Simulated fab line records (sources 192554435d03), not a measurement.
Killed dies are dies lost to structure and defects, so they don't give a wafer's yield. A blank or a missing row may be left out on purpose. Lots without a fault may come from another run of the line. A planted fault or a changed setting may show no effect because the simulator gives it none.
fab line records ; flow n5_finfet
[record] lots = 7; wafers = 21
route steps=1938 shown BEOL_M7@1308 BEOL_M8@1362 BEOL_M9@1408 BEOL_M10@1500
start_h: start of the lot's first displayed wafer, in hours after the record's first day ; wait_h: hours from the lot's prior step to this one ; " as in the row above ; L1.1+2: one row covering several wafers at once ; - no value, or no start given ; * or withheld: withheld ; < > ~ a bound
route shown NAME@n: a module of which the file shows steps, and the number in the route of the first ; usual: mean/standard deviation of fault-free wafers ; same: alike in all rows ; chamber/n: place in a boat ; sites: the reading at each site ; _std_site: the values' standard deviation ; _edge_site: inner sites' mean taken away from outer sites' mean ; radius_mm: how far each site lies from the wafer's centre ; mask NAME#n: copy n ; behind: tool/chamber where the wafer was last shaped ; hold: what put the lot on hold/how long, in hours/how the hold closed ; device: whichever transistor did not switch (one of n, p or np) ; end of line: tests of these same wafers at the route's end ; a step without rows: its recipe alone ; killed: at the first sort, the dies lost to defects and structure; wafer yield is something else ; map: shows each die of a wafer: x if killed, . if not, _ if none is there
set.NAME: the run value of the setting; set.NAME@STEP: its run value at that earlier step ; model.NAME: the simulator's own value behind a step, which no gauge read
lots whose settings were changed on purpose; a table a step, a row a wafer
[[steps]]
[step N5_BEOL_M7_TRENCH_ETCH_37]
[recipe] chemistry = C4F6/O2; target_depth_a = 934.78; target = SiCOH_lowk; time_s = 31.2; ion_energy_ev = 250; pressure_mtorr = 30; source_w = 345; bias_w = 185; Ar_flow_sccm = 300; C4F6_flow_sccm = 10; O2_flow_sccm = 10
lot.wafer;tool;chamber;start_h;wait_h;set.time_s;set.target_thk_a@BEOL_M7_HM_DEP_02;model.etch.depth_nm;model.BEOL_M7.feature_depth_nm;model.TiN_of_BEOL_M7_HM_DEP_02.thk_nm
L078.1;rie_diel-03;1;-;-;31.2;200;90.88;90.8;17.6
L078.4;rie_diel-03;0;-;-;31.2;200;92.81;92.8;17.6
L078.6;rie_diel-03;3;-;-;25.45;200;78.77;78.8;17.8
L079.2;rie_diel-01;1;-;-;31.2;200;93.85;93.8;17.6
L079.3;rie_diel-01;3;-;-;31.2;200;97.25;97.2;17.2
L079.5;rie_diel-01;1;-;-;36.95;200;109.9;110;17.2
L082.4;rie_diel-04;0;-;-;31.2;179.2;92.88;92.8;15.4
L082.5;rie_diel-04;1;-;-;36.34;200;106.9;106.8;17.4
L082.6;rie_diel-04;2;-;-;36.34;179.2;110.6;110.6;14.8
L083.2;rie_diel-03;3;-;-;28.52;200;86.6;86.6;17.6
L083.4;rie_diel-03;1;-;-;31.2;200;90.12;90.2;17.8
L083.6;rie_diel-03;1;-;-;31.2;200;90.51;90.6;17.4
L086.3;rie_diel-03;2;-;-;31.2;200;90.12;90.2;16.8
L086.5;rie_diel-03;0;-;-;31.2;200;91.28;91.2;17
L086.6;rie_diel-03;3;-;-;31.2;200;95.42;95.4;16.6
L093.1;rie_diel-01;2;-;-;31.2;200;90.03;90;17.2
L093.5;rie_diel-01;1;-;-;31.2;200;92.76;92.8;17.2
L093.6;rie_diel-01;0;-;-;31.2;200;93.41;93.4;17.4
L097.1;rie_diel-04;1;-;-;37.43;175.6;107.7;107.6;14.4
L097.5;rie_diel-04;2;-;-;31.2;200;93.45;93.4;17.2
L097.6;rie_diel-04;1;-;-;37.43;175.6;107.9;107.8;14.4
[step N5_BEOL_M7_ETCH_41]
[recipe] chemistry = CH3F/O2; target = SiCN; target_depth_a = 319; taper_deg = 2; time_s = 57.8; ion_energy_ev = 120; mask_material = TiN; pressure_mtorr = 30; source_w = 395; bias_w = 75; Ar_flow_sccm = 150; CH3F_flow_sccm = 30; O2_flow_sccm = 20
[step N5_BEOL_M7_STRIP_80]
[recipe] chemistry = N2/H2; time_s = 10; power_w = 450; temp_c = 40; pressure_mtorr = 20; rf_frequency_hz = 6e+07; bias_power_w = 7; n2_flow_sccm = 200; h2_flow_sccm = 200
[step N5_BEOL_M7_OCD_MEAS_38]
[usual] trench_depth_nm = 93.0/2.1
lot.wafer;tool;chamber;start_h;wait_h;set.time_s@BEOL_M7_TRENCH_ETCH_37;trench_depth_nm
L078.1;ocd-01;-;247.80;-;31.2;91.0
L078.4;ocd-01;-;247.80;-;31.2;92.8
L078.6;ocd-01;-;247.80;-;25.45;79.1
L079.2;ocd-01;-;264.57;-;31.2;93.5
L079.3;ocd-01;-;264.57;-;31.2;97.0
L079.5;ocd-01;-;264.57;-;36.95;109.6
L082.4;ocd-02;-;276.50;-;31.2;92.9
L082.5;ocd-02;-;276.50;-;36.34;107.0
L082.6;ocd-02;-;276.50;-;36.34;110.7
L083.2;ocd-01;-;276.67;-;28.52;87.0
L083.4;ocd-01;-;276.67;-;31.2;90.4
L083.6;ocd-01;-;276.67;-;31.2;89.9
L086.3;ocd-01;-;309.59;-;31.2;89.9
L086.5;ocd-01;-;309.59;-;31.2;91.0
L086.6;ocd-01;-;309.59;-;31.2;95.5
L093.1;ocd-02;-;345.52;-;31.2;90.6
L093.5;ocd-02;-;345.52;-;31.2;93.0
L093.6;ocd-02;-;345.52;-;31.2;92.9
L097.1;ocd-02;-;379.15;-;37.43;107.5
L097.5;ocd-02;-;379.15;-;31.2;93.1
L097.6;ocd-02;-;379.15;-;37.43;107.9
[step N5_BEOL_M7_HM_STRIP_39]
[recipe] chemistry = peroxide_tin_strip; material = TiN; target_depth_a = 250; temp_c = 50; time_s = 158
[step N5_BEOL_M7_SRD_40]
[recipe] time_s = 30; temp_c = 23; rinse_liquid = diw; dry = ipa_marangoni
[step N5_BEOL_M7_ECD_50]
[recipe] material = Cu; target_thk_a = 3000
[step N5_BEOL_M7_ANNEAL_51]
[recipe] temp_c = 225; time_s = 90; ambient = N2
[step N5_BEOL_M7_CMP_52]
[recipe] stop_on = SiCOH_lowk; t_overpolish_s = 6.9; down_force_psi = 1; platen_rpm = 50; clearing_platen_down_force_psi = 1.5; clearing_platen_rpm = 50; post_cmp_clean = cu_alkaline; target_thk_nm = 80; clearing_platen_pad_velocity_m_s = 0.99484; pad_velocity_m_s = 0.99484
lot.wafer;tool;chamber;start_h;wait_h;set.time_s@BEOL_M7_TRENCH_ETCH_37;model.Cu_of_BEOL_M7_ECD_50.thk_nm
L078.1;cmp-04;3;253.22;0.3;31.2;77.2
L078.4;cmp-04;1;253.22;0.3;31.2;79.8
L078.6;cmp-04;3;253.22;0.3;25.45;65.8
L079.2;cmp-03;2;268.49;0.2;31.2;79.8
L079.3;cmp-03;3;268.49;0.2;31.2;82.8
L079.5;cmp-03;3;268.49;0.2;36.95;95.8
L082.4;cmp-02;2;278.72;0.2;31.2;79.2
L082.5;cmp-02;3;278.72;0.2;36.34;92.2
L082.6;cmp-02;0;278.72;0.2;36.34;95.4
L083.2;cmp-03;1;280.65;0.3;28.52;73.6
L083.4;cmp-03;2;280.65;0.3;31.2;76.8
L083.6;cmp-03;1;280.65;0.3;31.2;76.4
L086.3;cmp-03;2;311.66;0.4;31.2;76.6
L086.5;cmp-03;1;311.66;0.4;31.2;78
L086.6;cmp-03;2;311.66;0.4;31.2;81.4
L093.1;cmp-04;2;347.84;0.3;31.2;75.4
L093.5;cmp-04;1;347.84;0.3;31.2;80
L093.6;cmp-04;2;347.84;0.3;31.2;79.6
L097.1;cmp-02;0;382.39;0.4;37.43;94
L097.5;cmp-02;1;382.39;0.4;31.2;79.6
L097.6;cmp-02;2;382.39;0.4;37.43;95.2
[step N5_BEOL_M7_THK_MEAS_53]
[recipe] thk_meas_gauge = xrf; reads = Cu_of_BEOL_M7_ECD_50
[usual] M7_THK = 78.6/2.4
lot.wafer;tool;chamber;start_h;wait_h;set.time_s@BEOL_M7_TRENCH_ETCH_37;M7_THK[nm]
L078.1;film_metro-02;-;253.48;-;31.2;76.1
L078.4;film_metro-02;-;253.48;-;31.2;78.8
L078.6;film_metro-02;-;253.48;-;25.45;64.9
L079.2;film_metro-01;-;268.78;-;31.2;79.8
L079.3;film_metro-01;-;268.78;-;31.2;82.8
L079.5;film_metro-01;-;268.78;-;36.95;95.6
L082.4;film_metro-02;-;278.90;-;31.2;77.5
L082.5;film_metro-02;-;278.90;-;36.34;90.3
L082.6;film_metro-02;-;278.90;-;36.34;93.9
L083.2;film_metro-01;-;280.91;-;28.52;72.5
L083.4;film_metro-01;-;280.91;-;31.2;75.9
L083.6;film_metro-01;-;280.91;-;31.2;75.8
L086.3;film_metro-01;-;311.92;-;31.2;76.0
L086.5;film_metro-01;-;311.92;-;31.2;77.5
L086.6;film_metro-01;-;311.92;-;31.2;80.5
L093.1;film_metro-02;-;348.10;-;31.2;74.6
L093.5;film_metro-02;-;348.10;-;31.2;79.2
L093.6;film_metro-02;-;348.10;-;31.2;78.8
L097.1;film_metro-01;-;382.57;-;37.43;93.0
L097.5;film_metro-01;-;382.57;-;31.2;78.9
L097.6;film_metro-01;-;382.57;-;37.43;93.4
[step N5_BEOL_M7_PRE_CLEAN_55]
[recipe] gas = NH3; time_s = 15; temp_c = withheld; rf_power_w = 300
[step N5_BEOL_M7_DEP_56]
[recipe] material = SiCN; target_thk_a = 100; temp_c = withheld; precursor = 3MS/NH3; pressure_torr = 3; rf_w = 202; time_s = 17.5
[step N5_BEOL_M7_RS_MEAS_57]
[recipe] thk_meas_gauge = four-point-probe; reads = Cu_of_BEOL_M7_ECD_50+Co_of_BEOL_M7_CVD_78+TaN_of_BEOL_M7_ALD_77
[usual] M7_RS = 0.289/0.01
lot.wafer;tool;chamber;start_h;wait_h;set.time_s@BEOL_M7_TRENCH_ETCH_37;M7_RS[ohm/sq]
L078.1;film_metro-01;-;253.61;0.1;31.2;0.298
L078.4;film_metro-01;-;253.61;0.1;31.2;0.287
L078.6;film_metro-01;-;253.61;0.1;25.45;0.362
L079.2;film_metro-02;-;268.92;0.1;31.2;0.287
L079.3;film_metro-02;-;268.92;0.1;31.2;0.275
L079.5;film_metro-02;-;268.92;0.1;36.95;0.232
L082.4;film_metro-01;-;279.03;0.0;31.2;0.289
L082.5;film_metro-01;-;279.03;0.0;36.34;0.243
L082.6;film_metro-01;-;279.03;0.0;36.34;0.233
L083.2;film_metro-01;-;281.04;0.1;28.52;0.316
L083.4;film_metro-01;-;281.04;0.1;31.2;0.300
L083.6;film_metro-01;-;281.04;0.1;31.2;0.302
L086.3;film_metro-02;-;312.05;0.1;31.2;0.301
L086.5;film_metro-02;-;312.05;0.1;31.2;0.295
L086.6;film_metro-02;-;312.05;0.1;31.2;0.280
L093.1;film_metro-02;-;348.23;0.1;31.2;0.306
L093.5;film_metro-02;-;348.23;0.1;31.2;0.285
L093.6;film_metro-02;-;348.23;0.1;31.2;0.288
L097.1;film_metro-02;-;382.70;0.1;37.43;0.237
L097.5;film_metro-02;-;382.70;0.1;31.2;0.288
L097.6;film_metro-02;-;382.70;0.1;37.43;0.234
[step N5_BEOL_M8_EXPOSE_25]
[recipe] mask_id = V7; na = 0.33; source_shape = annular; sigma_inner = 0.4; sigma_outer = 0.8; polarization = unpolarized; target_cd_nm = 40; dose_mj = 42.5
lot.wafer;tool;chamber;start_h;wait_h;mask;set.dose_mj
L078.1+4;euv_scanner-02;0;257.07;-;V7#0;39.55
L078.6;euv_scanner-02;0;257.07;-;V7#0;42.5
L079.2+5;euv_scanner-01;0;275.73;-;V7#0;43.45
L079.3;euv_scanner-01;0;275.73;-;V7#0;42.5
L082.4+5;euv_scanner-01;0;282.57;-;V7#0;40.2
L082.6;euv_scanner-01;0;282.57;-;V7#0;42.5
L083.2+4;euv_scanner-02;0;286.09;-;V7#0;42.5
L083.6;euv_scanner-02;0;286.09;-;V7#0;40.16
L086.3+5+6;euv_scanner-02;0;314.37;-;V7#0;42.5
L093.1+6;euv_scanner-02;0;354.26;-;V7#0;44.96
L093.5;euv_scanner-02;0;354.26;-;V7#0;42.5
L097.1+5+6;euv_scanner-01;0;386.73;-;V7#0;42.5
[step N5_BEOL_M8_PEB_26]
[recipe] peb_temp_c = 100; peb_time_s = 60; resist = CAR-EUV
[step N5_BEOL_M8_DEVELOP_27]
[recipe] develop_time_s = 30; developer = TMAH; resist = CAR-EUV; rinse_liquid = surfactant_rinse; dry = air_spin; dev_temp_c = 23
[step N5_BEOL_M8_CD_MEAS_28]
[recipe] target_cd_nm = 40; landing_energy_ev = 500; detector = se_inlens
[usual] cd_nm = 39.99/0.24
lot.wafer;tool;chamber;start_h;wait_h;set.dose_mj@BEOL_M8_EXPOSE_25;cd_nm
L078.1;cd_sem-03;0;257.20;-;39.55;38.30
L078.4;cd_sem-03;0;257.20;-;39.55;38.28
L078.6;cd_sem-03;0;257.20;-;42.5;40.20
L079.2;cd_sem-01;0;275.86;-;43.45;40.53
L079.3;cd_sem-01;0;275.86;-;42.5;40.42
L079.5;cd_sem-01;0;275.86;-;43.45;40.63
L082.4;cd_sem-03;0;282.68;-;40.2;38.72
L082.5;cd_sem-03;0;282.68;-;40.2;38.90
L082.6;cd_sem-03;0;282.68;-;42.5;40.02
L083.2;cd_sem-03;0;286.22;-;42.5;40.16
L083.4;cd_sem-03;0;286.22;-;42.5;40.20
L083.6;cd_sem-03;0;286.22;-;40.16;38.14
L086.3;cd_sem-01;0;314.49;-;42.5;40.28
L086.5;cd_sem-01;0;314.49;-;42.5;39.80
L086.6;cd_sem-01;0;314.49;-;42.5;40.06
L093.1;cd_sem-02;0;354.39;-;44.96;41.24
L093.5;cd_sem-02;0;354.39;-;42.5;40.52
L093.6;cd_sem-02;0;354.39;-;44.96;41.74
L097.1;cd_sem-03;0;386.86;-;42.5;39.83
L097.5;cd_sem-03;0;386.86;-;42.5;39.87
L097.6;cd_sem-03;0;386.86;-;42.5;39.69
[step N5_BEOL_M8_DESCUM_33]
[recipe] chemistry = O2; time_s = 7; source_power_w = 50; bias_power_w = 20; pressure_mtorr = 20; rf_frequency_hz = 2.712e+07; temp_c = 40; resist = CAR-EUV; o2_flow_sccm = 225
lot.wafer;tool;chamber;start_h;wait_h;set.dose_mj@BEOL_M8_EXPOSE_25;model.BEOL_M8.cd_nm
L078.1+4;rie_diel-02;3,1;257.45;0.2;39.55;38.4
L078.6;rie_diel-02;3;257.45;0.2;42.5;40
L079.2;rie_diel-06;2;276.00;0.1;43.45;40.2
L079.3;rie_diel-06;1;276.00;0.1;42.5;40.2
L079.5;rie_diel-06;1;276.00;0.1;43.45;40.6
L082.4+5;rie_diel-06;2,1;282.96;0.2;40.2;38.6
L082.6;rie_diel-06;0;282.96;0.2;42.5;40
L083.2;rie_diel-02;0;286.34;0.0;42.5;40
L083.4;rie_diel-02;0;286.34;0.0;42.5;40.2
L083.6;rie_diel-02;3;286.34;0.0;40.16;38.8
L086.3;rie_diel-05;3;314.61;0.0;42.5;40
L086.5;rie_diel-05;0;314.61;0.0;42.5;39.8
L086.6;rie_diel-05;3;314.61;0.0;42.5;40.2
L093.1+6;rie_diel-06;3,0;354.52;0.0;44.96;41.2
L093.5;rie_diel-06;3;354.52;0.0;42.5;40
L097.1;rie_diel-06;3;387.02;0.1;42.5;40
L097.5;rie_diel-06;2;387.02;0.1;42.5;39.8
L097.6;rie_diel-06;3;387.02;0.1;42.5;39.6
[step N5_BEOL_M8_ETCH_72]
[recipe] chemistry = N2/H2; target = underlayer; target_depth_a = 65; mask_material = CAR-EUV; time_s = 5.2; ion_energy_ev = 200; pressure_mtorr = 30; source_w = 840; bias_w = 150; n2_flow_sccm = 200; h2_flow_sccm = 200; ends = cleared
lot.wafer;tool;chamber;start_h;wait_h;set.h2_flow_sccm;set.dose_mj@BEOL_M8_EXPOSE_25;model.BEOL_M8.cd_nm
L078.1+4;rie_diel-02;3,1;257.48;0.0;200;39.55;38.4
L078.6;rie_diel-02;3;257.48;0.0;200;42.5;40.2
L079.2;rie_diel-06;2;276.04;0.0;196;43.45;40.2
L079.3;rie_diel-06;1;276.04;0.0;196;42.5;40.2
L079.5;rie_diel-06;1;276.04;0.0;200;43.45;40.6
L082.4;rie_diel-06;2;282.99;0.0;187.1;40.2;38.4
L082.5;rie_diel-06;1;282.99;0.0;200;40.2;38.8
L082.6;rie_diel-06;0;282.99;0.0;200;42.5;39.8
L083.2;rie_diel-02;0;286.37;0.0;200;42.5;40
L083.4;rie_diel-02;0;286.37;0.0;209.6;42.5;40.2
L083.6;rie_diel-02;3;286.37;0.0;209.6;40.16;39
L086.3;rie_diel-05;3;314.64;0.0;200;42.5;40
L086.5;rie_diel-05;0;314.64;0.0;200;42.5;39.8
L086.6;rie_diel-05;3;314.64;0.0;200;42.5;40.2
L093.1+6;rie_diel-06;3,0;354.55;0.0;200;44.96;41.2
L093.5;rie_diel-06;3;354.55;0.0;200;42.5;40
L097.1;rie_diel-06;3;387.05;0.0;200;42.5;40
L097.5;rie_diel-06;2;387.05;0.0;200;42.5;39.8
L097.6;rie_diel-06;3;387.05;0.0;207.9;42.5;39.6
[step N5_BEOL_M8_ETCH_65]
[recipe] chemistry = CF4; target = SiARC; target_depth_a = 156; mask_material = CAR-EUV; time_s = 26; ion_energy_ev = 80; pressure_mtorr = 40; source_w = 545; bias_w = 36; Ar_flow_sccm = 100; cf4_flow_sccm = 100; ends = cleared
[step N5_BEOL_M8_ETCH_66]
[recipe] chemistry = N2/H2; target = SOC; target_depth_a = 800; overetch_a = 160; mask_material = SiARC; temp_c = 40; time_s = 120; ion_energy_ev = 200; pressure_mtorr = 30; source_w = 840; bias_w = 150; n2_flow_sccm = 200; h2_flow_sccm = 200
lot.wafer;tool;chamber;start_h;wait_h;set.dose_mj@BEOL_M8_EXPOSE_25;model.BEOL_M8.cd_nm
L078.1+4;rie_diel-02;3,1;257.53;0.0;39.55;38.4
L078.6;rie_diel-02;3;257.53;0.0;42.5;40.2
L079.2;rie_diel-06;2;276.08;0.0;43.45;40
L079.3;rie_diel-06;1;276.08;0.0;42.5;40.4
L079.5;rie_diel-06;1;276.08;0.0;43.45;41
L082.4;rie_diel-06;2;283.04;0.0;40.2;38.4
L082.5;rie_diel-06;1;283.04;0.0;40.2;39
L082.6;rie_diel-06;0;283.04;0.0;42.5;39.8
L083.2+4;rie_diel-02;0;286.42;0.0;42.5;40
L083.6;rie_diel-02;3;286.42;0.0;40.16;39
L086.3+6;rie_diel-05;3;314.69;0.0;42.5;40
L086.5;rie_diel-05;0;314.69;0.0;42.5;39.8
L093.1;rie_diel-06;3;354.59;0.0;44.96;41.4
L093.5;rie_diel-06;3;354.59;0.0;42.5;40.2
L093.6;rie_diel-06;0;354.59;0.0;44.96;40.8
L097.1;rie_diel-06;3;387.10;0.0;42.5;40.2
L097.5;rie_diel-06;2;387.10;0.0;42.5;39.6
L097.6;rie_diel-06;3;387.10;0.0;42.5;40
[step N5_BEOL_M9_COAT_05]
[recipe] resist = CAR-ArF; spin_rpm = 1500; resist_thk_nm = 90
lot.wafer;tool;chamber;start_h;wait_h;set.spin_rpm;model.CAR-ArF_of_BEOL_M9_COAT_05.thk_nm
L078.1;litho_track-03;0;-;-;1500;90.2
L078.4;litho_track-03;0;-;-;1500;89.6
L078.6;litho_track-03;0;-;-;1347;95
L079.2;litho_track-02;0;-;-;1500;90
L079.3;litho_track-02;0;-;-;1500;89.8
L079.5;litho_track-02;0;-;-;1500;90.2
L082.4+5;litho_track-03;0;-;-;1500;90.2
L082.6;litho_track-03;0;-;-;1393;93.8
L083.2;litho_track-05;0;-;-;1623;86.4
L083.4;litho_track-05;0;-;-;1623;86.2
L083.6;litho_track-05;0;-;-;1500;89.8
L086.3+6;litho_track-03;0;-;-;1500;90
L086.5;litho_track-03;0;-;-;1500;90.2
L093.1;litho_track-02;0;-;-;1500;89.8
L093.5;litho_track-02;0;-;-;1647;85.6
L093.6;litho_track-02;0;-;-;1500;89.6
L097.1;litho_track-03;0;-;-;1500;89.4
L097.5;litho_track-03;0;-;-;1500;89.6
L097.6;litho_track-03;0;-;-;1406;92.6
[step N5_BEOL_M9_EBR_07]
[recipe] solvent = PGMEA; ebr_width_mm = 1.5
[step N5_BEOL_M9_SOFTBAKE_06]
[recipe] temp_c = 110; time_s = 60; resist = CAR-ArF
[step N5_BEOL_M9_EXPOSE_08]
[recipe] mask_id = M9; na = 1.35; source_shape = dipole; sigma_inner = 0.411; sigma_outer = 0.611; polarization = te; dose_mj = 53.75
[step N5_BEOL_M9_PEB_09]
[recipe] peb_temp_c = withheld; peb_time_s = 60; resist = CAR-ArF
[step N5_BEOL_M9_DEVELOP_10]
[recipe] develop_time_s = 30; developer = TMAH; resist = CAR-ArF; rinse_liquid = diw; dry = air_spin; dev_temp_c = 23
lot.wafer;tool;chamber;start_h;wait_h;set.spin_rpm@BEOL_M9_COAT_05;model.CAR-ArF_of_BEOL_M9_COAT_05.thk_nm
L078.1;litho_track-02;0;-;-;1500;88.4
L078.4;litho_track-02;0;-;-;1500;88
L078.6;litho_track-02;0;-;-;1347;93.4
L079.2;litho_track-02;0;-;-;1500;88.2
L079.3;litho_track-02;0;-;-;1500;88
L079.5;litho_track-02;0;-;-;1500;88.4
L082.4;litho_track-02;0;-;-;1500;88.6
L082.5;litho_track-02;0;-;-;1500;88.4
L082.6;litho_track-02;0;-;-;1393;92
L083.2;litho_track-05;0;-;-;1623;84.6
L083.4;litho_track-05;0;-;-;1623;84.4
L083.6;litho_track-05;0;-;-;1500;88.2
L086.3+6;litho_track-03;0;-;-;1500;88.4
L086.5;litho_track-03;0;-;-;1500;88.6
L093.1+6;litho_track-02;0;-;-;1500;88
L093.5;litho_track-02;0;-;-;1647;84
L097.1;litho_track-05;0;-;-;1500;87.8
L097.5;litho_track-05;0;-;-;1500;88
L097.6;litho_track-05;0;-;-;1406;91
[step N5_BEOL_M10_PEB_26]
[recipe] peb_temp_c = withheld; peb_time_s = 60; resist = CAR-ArF
lot.wafer;tool;chamber;start_h;wait_h;set.peb_time_s
L078.1+4+6;litho_track-04;0;275.62;0.1;60
L079.2;litho_track-05;0;290.31;0.1;60
L079.3+5;litho_track-05;0;290.31;0.1;70.89
L082.4+5;litho_track-05;0;298.74;0.0;60
L082.6;litho_track-05;0;298.74;0.0;47.58
L083.2+6;litho_track-04;0;303.05;0.1;73.4
L083.4;litho_track-04;0;303.05;0.1;60
L086.3+5+6;litho_track-05;0;332.85;0.0;60
L093.1+5;litho_track-01;0;377.82;0.1;60
L093.6;litho_track-01;0;377.82;0.1;56.53
L097.1;litho_track-01;0;402.33;0.1;65.67
L097.5+6;litho_track-01;0;402.33;0.1;60
[step N5_BEOL_M10_DEVELOP_27]
[recipe] develop_time_s = 30; developer = TMAH; resist = CAR-ArF; rinse_liquid = diw; dry = air_spin; dev_temp_c = 23
[step N5_BEOL_M10_CD_MEAS_28]
[recipe] target_cd_nm = 70; landing_energy_ev = 500; detector = se_inlens; polarity = opening
[usual] cd_nm = 69.1/1.2
lot.wafer;tool;chamber;start_h;wait_h;set.peb_time_s@BEOL_M10_PEB_26;cd_nm
L078.1;cd_sem-03;0;275.69;-;60;68.1
L078.4;cd_sem-03;0;275.69;-;60;68.0
L078.6;cd_sem-03;0;275.69;-;60;68.9
L079.2;cd_sem-01;0;290.38;-;60;67.5
L079.3;cd_sem-01;0;290.38;-;70.89;75.3
L079.5;cd_sem-01;0;290.38;-;70.89;78.0
L082.4;cd_sem-01;0;298.81;-;60;69.3
L082.5;cd_sem-01;0;298.81;-;60;69.1
L082.6;cd_sem-01;0;298.81;-;47.58;59.5
L083.2;cd_sem-02;0;303.12;-;73.4;76.3
L083.4;cd_sem-02;0;303.12;-;60;69.4
L083.6;cd_sem-02;0;303.12;-;73.4;74.9
L086.3;cd_sem-01;0;332.92;-;60;67.7
L086.5;cd_sem-01;0;332.92;-;60;67.6
L086.6;cd_sem-01;0;332.92;-;60;68.9
L093.1;cd_sem-02;0;377.89;-;60;70.5
L093.5;cd_sem-02;0;377.89;-;60;69.4
L093.6;cd_sem-02;0;377.89;-;56.53;67.6
L097.1;cd_sem-01;0;402.40;-;65.67;74.1
L097.5;cd_sem-01;0;402.40;-;60;70.7
L097.6;cd_sem-01;0;402.40;-;60;68.7
[step N5_BEOL_M10_VIA_ETCH_34]
[recipe] chemistry = C4F6/O2; target = SiCOH_lowk; target_depth_a = 1845; mask_material = SOC; taper_deg = 4; time_s = 69.2; ion_energy_ev = 250; pressure_mtorr = 30; source_w = 345; bias_w = 185; Ar_flow_sccm = 300; C4F6_flow_sccm = 10; O2_flow_sccm = 10
lot.wafer;tool;chamber;start_h;wait_h;set.time_s;model.etch.depth_nm;model.SOC_of_BEOL_M10_COAT_63.thk_nm
L078.1;rie_diel-02;3;276.09;0.0;69.2;186.2;91.6
L078.4;rie_diel-02;3;276.09;0.0;69.2;185.2;92
L078.6;rie_diel-02;3;276.09;0.0;69.2;186.9;91.6
L079.2;rie_diel-02;2;290.88;0.0;54.03;143.1;94.2
L079.3;rie_diel-02;0;290.88;0.0;69.2;186;92
L079.5;rie_diel-02;2;290.88;0.0;54.03;141.4;94
L082.4;rie_diel-06;1;299.10;0.0;56.43;150.6;93.8
L082.5;rie_diel-06;2;299.10;0.0;69.2;183.1;91.8
L082.6;rie_diel-06;3;299.10;0.0;56.43;146.4;93.6
L083.2;rie_diel-06;1;303.41;0.0;69.2;184.6;92.6
L083.4;rie_diel-06;3;303.41;0.0;69.2;181.3;92.2
L083.6;rie_diel-06;1;303.41;0.0;69.2;183.8;92.2
L086.3;rie_diel-05;3;333.25;0.0;69.2;188.7;91.8
L086.5;rie_diel-05;3;333.25;0.0;69.2;187.4;91.8
L086.6;rie_diel-05;0;333.25;0.0;69.2;179.7;92
L093.1;rie_diel-06;0;378.19;0.0;77.1;207.1;91
L093.5;rie_diel-06;2;378.19;0.0;69.2;190.9;92
L093.6;rie_diel-06;1;378.19;0.0;77.1;208;91.2
L097.1;rie_diel-05;1;402.71;0.0;69.2;179.5;91.8
L097.5;rie_diel-05;2;402.71;0.0;69.2;181;92
L097.6;rie_diel-05;3;402.71;0.0;69.2;186.1;92
[[key]]
[split] step = N5_BEOL_M7_TRENCH_ETCH_37; setting = time_s; stated = 31.2; by = wafer
[response] step = N5_BEOL_M7_TRENCH_ETCH_37; reading = model.etch.depth_nm; change = +0.762; per = 1%; r = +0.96
[response] step = N5_BEOL_M7_TRENCH_ETCH_37; reading = model.BEOL_M7.feature_depth_nm; change = +0.764; per = 1%; r = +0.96
[response] step = N5_BEOL_M7_OCD_MEAS_38; reading = trench_depth_nm; change = +0.759; per = 1%; r = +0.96
[response] step = N5_BEOL_M7_CMP_52; reading = model.Cu_of_BEOL_M7_ECD_50.thk_nm; change = +0.75; per = 1%; r = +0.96
[response] step = N5_BEOL_M7_THK_MEAS_53; reading = M7_THK; change = +0.737; per = 1%; r = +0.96
[response] step = N5_BEOL_M7_RS_MEAS_57; reading = M7_RS; change = -0.00294; per = 1%; r = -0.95
[split] step = N5_BEOL_M8_EXPOSE_25; setting = dose_mj; stated = 42.5; by = wafer
[response] step = N5_BEOL_M8_CD_MEAS_28; reading = cd_nm; change = +0.253; per = 1%; r = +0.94
[response] step = N5_BEOL_M8_DESCUM_33; reading = model.BEOL_M8.cd_nm; change = +0.227; per = 1%; r = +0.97
[response] step = N5_BEOL_M8_ETCH_72; reading = model.BEOL_M8.cd_nm; change = +0.222; per = 1%; r = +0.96
[response] step = N5_BEOL_M8_ETCH_66; reading = model.BEOL_M8.cd_nm; change = +0.201; per = 1%; r = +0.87
[split] step = N5_BEOL_M8_ETCH_72; setting = h2_flow_sccm; stated = 200; by = wafer
response none clear
[split] step = N5_BEOL_M9_COAT_05; setting = spin_rpm; stated = 1500; by = wafer
[response] step = N5_BEOL_M9_COAT_05; reading = model.CAR-ArF_of_BEOL_M9_COAT_05.thk_nm; change = -0.464; per = 1%; r = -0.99
[response] step = N5_BEOL_M9_DEVELOP_10; reading = model.CAR-ArF_of_BEOL_M9_COAT_05.thk_nm; change = -0.467; per = 1%; r = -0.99
[split] step = N5_BEOL_M10_PEB_26; setting = peb_time_s; stated = 60; by = wafer
[response] step = N5_BEOL_M10_CD_MEAS_28; reading = cd_nm; change = +0.405; per = 1%; r = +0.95
[split] step = N5_BEOL_M10_VIA_ETCH_34; setting = time_s; stated = 69.2; by = wafer
[response] step = N5_BEOL_M10_VIA_ETCH_34; reading = model.etch.depth_nm; change = +1.88; per = 1%; r = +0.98
[response] step = N5_BEOL_M10_VIA_ETCH_34; reading = model.SOC_of_BEOL_M10_COAT_63.thk_nm; change = -0.096; per = 1%; r = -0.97
split outside_this_file step=N5_BEOL_M7_HM_DEP_02 setting=target_thk_a
// split outside_this_file: this setting was split too, and the file shows its column; the key of that split is in another file
